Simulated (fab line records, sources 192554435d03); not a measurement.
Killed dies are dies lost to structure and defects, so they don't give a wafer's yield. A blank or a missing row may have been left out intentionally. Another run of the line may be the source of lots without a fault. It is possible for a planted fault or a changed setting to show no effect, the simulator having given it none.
Which tool did it? / flow n5-finfet / 9 lots with 27 wafers sampled at 7 steps, on a route of 1938 steps

== WHAT EACH GAUGE READ, for each wafer ==
N5_BEOL_M1_CD_MEAS_11: the cd target is 17.05 nm.
lot=L107; measured=day 6 00:03; on=cd-sem-01; cd-nm (nm)=17.49 17.22 16.98
lot=L108; measured=day 6 20:06; on=cd-sem-01; cd-nm (nm)=17.19 17.18 17.45
lot=L110; measured=day 6 23:53; on=cd-sem-01; cd-nm (nm)=17.19 17.31 17.28
lot=L115; measured=day 8 01:27; on=cd-sem-01; cd-nm (nm)=16.64 17.08 16.80
lot=L118; measured=day 8 23:18; on=cd-sem-03; cd-nm (nm)=18.87 18.48 18.41
lot=L119; measured=day 9 09:42; on=cd-sem-01; cd-nm (nm)=17.22 17.20 16.85
lot=L120; measured=day 9 12:43; on=cd-sem-02; cd-nm (nm)=18.61 18.09 18.18
lot=L126; measured=day 10 18:00; on=cd-sem-01; cd-nm (nm)=17.07 17.27 16.98
lot=L127; measured=day 10 22:30; on=cd-sem-02; cd-nm (nm)=17.30 17.31 17.07

N5_BEOL_M1_CD_MEAS_18: pitch 36 nm, target cd 18 nm.
lot=L107; measured=day 6 00:36; on=cd-sem-01; cd-nm (nm)=17.84 18.29 17.95
lot=L108; measured=day 6 20:51; on=cd-sem-03; cd-nm (nm)=18.24 18.41 18.21
lot=L110; measured=day 7 00:34; on=cd-sem-03; cd-nm (nm)=17.91 18.61 17.91
lot=L115; measured=day 8 02:00; on=cd-sem-02; cd-nm (nm)=18.00 18.03 18.01
lot=L118; measured=day 8 23:53; on=cd-sem-02; cd-nm (nm)=19.69 20.18 19.70
lot=L119; measured=day 9 10:15; on=cd-sem-01; cd-nm (nm)=18.20 17.87 18.12
lot=L120; measured=day 9 13:16; on=cd-sem-01; cd-nm (nm)=19.46 19.28 19.18
lot=L126; measured=day 10 18:47; on=cd-sem-03; cd-nm (nm)=18.50 18.28 18.40
lot=L127; measured=day 10 23:04; on=cd-sem-03; cd-nm (nm)=17.78 17.88 17.92

N5_BEOL_M4_RC_MEAS_101.
lot=L107; measured=day 7 12:20; on=prober-02; DIBL_N (mV/V)=36.5 35.7 34.8; DIBL_P (mV/V)=36.8 35.0 33.1; IOFF_N (nA/um)=0.164 0.142 0.129; IOFF_P (nA/um)=0.203 0.183 0.157; ION_N (uA/um)=671 672 667; ION_P (uA/um)=460 457 451; SS_N (mV/dec)=71.8 70.8 71.7; SS_P (mV/dec)=72.7 73.3 73.5; VT_N (mV)=246.1 247.2 250.9; VT_P (mV)=-251.8 -253.2 -255.5
lot=L108; measured=day 8 08:17; on=prober-01; DIBL_N (mV/V)=36.1 35.8 37.7; DIBL_P (mV/V)=35.6 36.2 38.1; IOFF_N (nA/um)=0.155 0.145 0.185; IOFF_P (nA/um)=0.203 0.211 0.249; ION_N (uA/um)=683 671 689; ION_P (uA/um)=462 461 471; SS_N (mV/dec)=71.5 70.9 71.6; SS_P (mV/dec)=72.9 72.7 73.9; VT_N (mV)=248.2 248.5 246.0; VT_P (mV)=-249.9 -250.4 -247.5
lot=L110; measured=day 8 14:11; on=prober-02; DIBL_N (mV/V)=35.7 34.9 34.4; DIBL_P (mV/V)=34.7 33.4 33.8; IOFF_N (nA/um)=0.146 0.125 0.125; IOFF_P (nA/um)=0.190 0.172 0.180; ION_N (uA/um)=672 666 667; ION_P (uA/um)=463 457 464; SS_N (mV/dec)=71.5 70.9 71.1; SS_P (mV/dec)=72.8 72.9 72.9; VT_N (mV)=252.3 252.6 252.0; VT_P (mV)=-249.1 -253.1 -251.7
lot=L115; measured=day 9 14:19; on=prober-02; DIBL_N (mV/V)=36.9 37.7 36.9; DIBL_P (mV/V)=34.3 35.4 34.6; IOFF_N (nA/um)=0.153 0.170 0.166; IOFF_P (nA/um)=0.203 0.221 0.202; ION_N (uA/um)=670 667 674; ION_P (uA/um)=467 462 459; SS_N (mV/dec)=71.5 71.7 71.5; SS_P (mV/dec)=73.2 72.8 72.8; VT_N (mV)=249.4 247.7 250.3; VT_P (mV)=-248.5 -248.0 -252.3
lot=L119; measured=day 11 06:47; on=prober-02; DIBL_N (mV/V)=36.9 35.8 36.5; DIBL_P (mV/V)=36.3 35.2 35.7; IOFF_N (nA/um)=0.165 0.153 0.152; IOFF_P (nA/um)=0.255 0.231 0.236; ION_N (uA/um)=678 678 671; ION_P (uA/um)=471 470 467; SS_N (mV/dec)=71.0 71.1 71.5; SS_P (mV/dec)=72.7 72.7 73.2; VT_N (mV)=247.4 244.7 248.8; VT_P (mV)=-244.3 -244.4 -244.2
lot=L126; measured=day 12 14:46; on=prober-01; DIBL_N (mV/V)=36.1 35.7 36.0; DIBL_P (mV/V)=35.0 34.4 35.0; IOFF_N (nA/um)=0.166 0.149 0.155; IOFF_P (nA/um)=0.211 0.200 0.201; ION_N (uA/um)=678 675 680; ION_P (uA/um)=459 460 468; SS_N (mV/dec)=71.1 71.5 71.2; SS_P (mV/dec)=72.2 72.8 72.9; VT_N (mV)=248.8 249.9 250.0; VT_P (mV)=-248.8 -248.3 -248.5
lot=L127; measured=day 12 14:43; on=prober-02; DIBL_N (mV/V)=36.8 38.2 37.9; DIBL_P (mV/V)=37.2 37.8 37.5; IOFF_N (nA/um)=0.177 0.200 0.186; IOFF_P (nA/um)=0.220 0.232 0.225; ION_N (uA/um)=679 688 680; ION_P (uA/um)=460 462 467; SS_N (mV/dec)=72.2 71.8 72.0; SS_P (mV/dec)=73.3 73.2 72.1; VT_N (mV)=249.4 247.3 247.4; VT_P (mV)=-250.5 -247.2 -249.5

== TOOL THAT RAN EACH LOT (tool first, then ch and the chambers of the sampled wafers, then the start) ==
lot=L107; N5_BEOL_M0_ANNEAL_117=pvd-sputter-02, day 5 21:37; N5_BEOL_M1_PECVD_72=pecvd-02 ch 0,1, day 5 23:35; N5_BEOL_M1_EXPOSE_08=euv-scanner-02 ch 0, day 5 23:56; N5_BEOL_M1_DESCUM_16=rie-diel-03 ch 1,3, day 6 00:10
lot=L108; N5_BEOL_M0_ANNEAL_117=pvd-sputter-03, day 6 17:11; N5_BEOL_M1_PECVD_72=pecvd-03 ch 1,2, day 6 18:41; N5_BEOL_M1_EXPOSE_08=euv-scanner-02 ch 0, day 6 19:58; N5_BEOL_M1_DESCUM_16=rie-diel-03 ch 0,3, day 6 20:19
lot=L110; N5_BEOL_M0_ANNEAL_117=pvd-sputter-03, day 6 21:23; N5_BEOL_M1_PECVD_72=pecvd-01 ch 0,1, day 6 23:18; N5_BEOL_M1_EXPOSE_08=euv-scanner-02 ch 0, day 6 23:45; N5_BEOL_M1_DESCUM_16=rie-diel-06 ch 0,1, day 7 00:05
lot=L115; N5_BEOL_M0_ANNEAL_117=pvd-sputter-01, day 7 23:16; N5_BEOL_M1_PECVD_72=pecvd-02 ch 1,2, day 8 00:46; N5_BEOL_M1_EXPOSE_08=euv-scanner-02 ch 0, day 8 01:19; N5_BEOL_M1_DESCUM_16=rie-diel-02 ch 0,2,3, day 8 01:34
lot=L118; N5_BEOL_M0_ANNEAL_117=pvd-sputter-03, day 8 19:23; N5_BEOL_M1_PECVD_72=pecvd-02 ch 0,1, day 8 20:56; N5_BEOL_M1_EXPOSE_08=euv-scanner-02 ch 0, day 8 23:11; N5_BEOL_M1_DESCUM_16=rie-diel-02 ch 1,2,3, day 8 23:28
lot=L119; N5_BEOL_M0_ANNEAL_117=pvd-sputter-01, day 9 07:34; N5_BEOL_M1_PECVD_72=pecvd-03 ch 1,2, day 9 09:07; N5_BEOL_M1_EXPOSE_08=euv-scanner-01 ch 0, day 9 09:35; N5_BEOL_M1_DESCUM_16=rie-diel-03 ch 2,3, day 9 09:49
lot=L120; N5_BEOL_M0_ANNEAL_117=pvd-sputter-03, day 9 08:25; N5_BEOL_M1_PECVD_72=pecvd-03 ch 1,2, day 9 10:37; N5_BEOL_M1_EXPOSE_08=euv-scanner-02 ch 0, day 9 12:36; N5_BEOL_M1_DESCUM_16=rie-diel-06 ch 1,3, day 9 12:50
lot=L126; N5_BEOL_M0_ANNEAL_117=pvd-sputter-03, day 10 14:48; N5_BEOL_M1_PECVD_72=pecvd-03 ch 1,2, day 10 16:45; N5_BEOL_M1_EXPOSE_08=euv-scanner-01 ch 0, day 10 17:53; N5_BEOL_M1_DESCUM_16=rie-diel-06 ch 2,3, day 10 18:12
lot=L127; N5_BEOL_M0_ANNEAL_117=pvd-sputter-02, day 10 20:03; N5_BEOL_M1_PECVD_72=pecvd-01 ch 0,1,2, day 10 21:33; N5_BEOL_M1_EXPOSE_08=euv-scanner-01 ch 0, day 10 22:22; N5_BEOL_M1_DESCUM_16=rie-diel-02 ch 0,1,3, day 10 22:37
- N5_BEOL_M0_ANNEAL_117: time 60 s.
- N5_BEOL_M1_PECVD_72: deposits SiO2 from TEOS/O2, target thk 16 nm, time 18 s.
- N5_BEOL_M1_EXPOSE_08: exposes mask M1.
- N5_BEOL_M1_DESCUM_16: chemistry O2, time 7 s.

== WHAT THE TOOLS THEMSELVES READ (means of the sampled wafers that have a number; where no wafer has one, the mark that the record gives instead) ==
N5_BEOL_M0_ANNEAL_117.
lot=L107; tool=pvd-sputter-02; heater-power-w (W)=655
lot=L108; tool=pvd-sputter-03; heater-power-w (W)=808
lot=L110; tool=pvd-sputter-03; heater-power-w (W)=852
lot=L115; tool=pvd-sputter-01; heater-power-w (W)=869
lot=L118; tool=pvd-sputter-03; heater-power-w (W)=834
lot=L119; tool=pvd-sputter-01; heater-power-w (W)=865
lot=L120; tool=pvd-sputter-03; heater-power-w (W)=842
lot=L126; tool=pvd-sputter-03; heater-power-w (W)=801
lot=L127; tool=pvd-sputter-02; heater-power-w (W)=795

N5_BEOL_M1_PECVD_72.
lot=L107; tool=pecvd-02; heater-power-w (W)=693; showerhead-plenum-p-Torr (Torr)=8.83; throttle-valve-pct (%)=24.2
lot=L108; tool=pecvd-03; heater-power-w (W)=682; showerhead-plenum-p-Torr (Torr)=8.77; throttle-valve-pct (%)=21.9
lot=L110; tool=pecvd-01; heater-power-w (W)=717; showerhead-plenum-p-Torr (Torr)=8.79; throttle-valve-pct (%)=22.0
lot=L115; tool=pecvd-02; heater-power-w (W)=730; showerhead-plenum-p-Torr (Torr)=8.80; throttle-valve-pct (%)=22.6
lot=L118; tool=pecvd-02; heater-power-w (W)=714; showerhead-plenum-p-Torr (Torr)=8.82; throttle-valve-pct (%)=24.4
lot=L119; tool=pecvd-03; heater-power-w (W)=650; showerhead-plenum-p-Torr (Torr)=8.77; throttle-valve-pct (%)=21.9
lot=L120; tool=pecvd-03; heater-power-w (W)=702; showerhead-plenum-p-Torr (Torr)=8.78; throttle-valve-pct (%)=22.2
lot=L126; tool=pecvd-03; heater-power-w (W)=689; showerhead-plenum-p-Torr (Torr)=8.77; throttle-valve-pct (%)=22.2
lot=L127; tool=pecvd-01; heater-power-w (W)=740; showerhead-plenum-p-Torr (Torr)=8.75; throttle-valve-pct (%)=21.4

N5_BEOL_M1_EXPOSE_08.
lot=L107; tool=euv-scanner-02; exposure-dose-mJ-cm2=32.97; focus-offset-nm (nm)=0.5
lot=L108; tool=euv-scanner-02; exposure-dose-mJ-cm2=33.00; focus-offset-nm (nm)=-0.2
lot=L110; tool=euv-scanner-02; exposure-dose-mJ-cm2=32.98; focus-offset-nm (nm)=-0.8
lot=L115; tool=euv-scanner-02; exposure-dose-mJ-cm2=33.01; focus-offset-nm (nm)=0.1
lot=L118; tool=euv-scanner-02; exposure-dose-mJ-cm2=35.89; focus-offset-nm (nm)=0.5
lot=L119; tool=euv-scanner-01; exposure-dose-mJ-cm2=32.91; focus-offset-nm (nm)=-0.9
lot=L120; tool=euv-scanner-02; exposure-dose-mJ-cm2=35.33; focus-offset-nm (nm)=-0.1
lot=L126; tool=euv-scanner-01; exposure-dose-mJ-cm2=32.87; focus-offset-nm (nm)=0.2
lot=L127; tool=euv-scanner-01; exposure-dose-mJ-cm2=32.88; focus-offset-nm (nm)=0.3

N5_BEOL_M1_DESCUM_16.
lot=L107; tool=rie-diel-03; drypump-motor-current-A (A)=5.5; oes-product-au (a.u.)=0.71; rf-vpp-V (V)=243.3; showerhead-plenum-p-Torr (Torr)=2.10; throttle-valve-pct (%)=20.70
lot=L108; tool=rie-diel-03; drypump-motor-current-A (A)=5.8; oes-product-au (a.u.)=0.76; rf-vpp-V (V)=243.1; showerhead-plenum-p-Torr (Torr)=2.06; throttle-valve-pct (%)=20.59
lot=L110; tool=rie-diel-06; drypump-motor-current-A (A)=6.1; oes-product-au (a.u.)=0.86; rf-vpp-V (V)=243.6; showerhead-plenum-p-Torr (Torr)=2.12; throttle-valve-pct (%)=20.25
lot=L115; tool=rie-diel-02; drypump-motor-current-A (A)=5.9; oes-product-au (a.u.)=0.85; rf-vpp-V (V)=243.8; showerhead-plenum-p-Torr (Torr)=2.15; throttle-valve-pct (%)=20.38
lot=L118; tool=rie-diel-02; drypump-motor-current-A (A)=6.0; oes-product-au (a.u.)=0.81; rf-vpp-V (V)=244.0; showerhead-plenum-p-Torr (Torr)=2.14; throttle-valve-pct (%)=20.37
lot=L119; tool=rie-diel-03; drypump-motor-current-A (A)=5.3; oes-product-au (a.u.)=0.89; rf-vpp-V (V)=242.7; showerhead-plenum-p-Torr (Torr)=2.04; throttle-valve-pct (%)=20.43
lot=L120; tool=rie-diel-06; drypump-motor-current-A (A)=5.9; oes-product-au (a.u.)=0.85; rf-vpp-V (V)=244.6; showerhead-plenum-p-Torr (Torr)=2.19; throttle-valve-pct (%)=20.16
lot=L126; tool=rie-diel-06; drypump-motor-current-A (A)=5.4; oes-product-au (a.u.)=0.84; rf-vpp-V (V)=244.1; showerhead-plenum-p-Torr (Torr)=2.15; throttle-valve-pct (%)=20.35
lot=L127; tool=rie-diel-02; drypump-motor-current-A (A)=5.9; oes-product-au (a.u.)=0.82; rf-vpp-V (V)=245.3; showerhead-plenum-p-Torr (Torr)=2.20; throttle-valve-pct (%)=20.20

== THE ANSWER, worked out from the rows above alone ==
Rule: what is usual is taken from the lots themselves. The widest of any qualifying gaps counts: lots, ordered by their means at a reading, are off when they make up no more than a third of the lots, leave a main group of 4 or more, and stand apart from it by 3 or more times the standard deviation of that group's means. A main group is skipped when, at the precision printed for the reading in the tables above, its means are all equal. A lot without any number at a reading at which 4 lots or more have one is off too. All remaining lots with rows at the step are treated as sound. The gauges are gone through in route order, then the tools' own readings, and for those a lot's mean is taken as printed above. The first step at which some lot is off is used, and at that step the reading that is off furthest; a lot without a number counts as furthest.
Off, at N5_BEOL_M1_CD_MEAS_11 on cd-nm: L118, L120. Mean 17.15 nm and standard deviation 0.14 in the main group.
If a tool, at a process step before that reading, ran all the lots that are off and no sound lot after the first of them, it fits. Not tried: the gauges at N5_BEOL_M1_CD_MEAS_11; whatever is off there is also off at N5_BEOL_M1_EXPOSE_08, on other tools, and gauge error can't account for it. One fits: N5_BEOL_M1_EXPOSE_08 on euv-scanner-02. A fault onset in the window from L115 (day 8 01:19, its last sound lot) to L118 (day 8 23:11, its first lot off) fits.
The tool's own readings at N5_BEOL_M1_EXPOSE_08 bear it out: on the lots that are off they differ by more than 5 times the standard deviation of the sound lots' means. exposure-dose-mJ-cm2 reads 35.61 there against 32.95 on the sound lots.

== WHAT THE SIMULATOR HAD PUT IN ==
Drift in process parameters on euv-scanner-02 at N5_BEOL_M1_EXPOSE_08, starting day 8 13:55. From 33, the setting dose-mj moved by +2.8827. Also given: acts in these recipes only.
Shown lots that were struck: L118, L120. The rule above reached the same finding.
